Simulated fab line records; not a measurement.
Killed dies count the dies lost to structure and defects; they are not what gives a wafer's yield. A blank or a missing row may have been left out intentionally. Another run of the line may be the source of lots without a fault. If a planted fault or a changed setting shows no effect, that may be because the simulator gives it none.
Which tool is to blame? || flow n5-finfet || 12 lots (36 wafers sampled), 1 step of a 1938-step route

== WHAT THE GAUGES READ, wafer by wafer ==
N5_BEOL_M7_OVL_MEAS_29.
{"lot": "L076", "measured": "day 8 22:35", "on": "overlay-02", "V6_OVL (nm)": "0.9 -0.5 -1.0"}
{"lot": "L077", "measured": "day 10 01:29", "on": "overlay-01", "V6_OVL (nm)": "1.3 -1.3 -0.3"}
{"lot": "L078", "measured": "day 10 08:35", "on": "overlay-02", "V6_OVL (nm)": "0.1 0.1 -0.6"}
{"lot": "L080", "measured": "day 10 12:43", "on": "overlay-02", "V6_OVL (nm)": "1.0 -0.2 0.8"}
{"lot": "L083", "measured": "day 11 02:20", "on": "overlay-01", "V6_OVL (nm)": "1.1 -0.9 0.5"}
{"lot": "L085", "measured": "day 11 16:52", "on": "overlay-01", "V6_OVL (nm)": "1.1 1.3 1.4"}
{"lot": "L088", "measured": "day 12 05:28", "on": "overlay-02", "V6_OVL (nm)": "1.4 -0.1 -0.3"}
{"lot": "L089", "measured": "day 12 21:46", "on": "overlay-02", "V6_OVL (nm)": "-0.8 -0.8 -0.7"}
{"lot": "L092", "measured": "day 13 05:12", "on": "overlay-01", "V6_OVL (nm)": "-1.2 0.8 1.7"}
{"lot": "L093", "measured": "day 13 12:44", "on": "overlay-01", "V6_OVL (nm)": "-0.8 0.0 -1.4"}
{"lot": "L095", "measured": "day 14 00:46", "on": "overlay-02", "V6_OVL (nm)": "1.7 0.6 0.4"}
{"lot": "L096", "measured": "day 14 21:48", "on": "overlay-02", "V6_OVL (nm)": "-0.3 -0.3 0.1"}

== TOOL THAT RAN EACH LOT (tool first, then ch and the chambers of the sampled wafers, then the start) ==
Record: no process step prior to these readings.

== THE ANSWER, worked out from the rows above alone ==
Rule: usual is defined by the lots themselves. The widest of any qualifying gaps counts: lots, ordered by their means at a reading, are off when they make up no more than a third of the lots, leave a main group of 4 or more, and stand apart from it by 3 or more times the standard deviation of that group's means. A main group whose means are all the same, to the digits that the tables above print for the reading, isn't used. Also off: a lot with no number at a reading for which 4 or more lots have one. Any other lot the step has rows for is counted as sound.
Across all readings shown, no lot is off: no conclusion can be drawn from this.

== WHAT THE SIMULATOR HAD INSERTED ==
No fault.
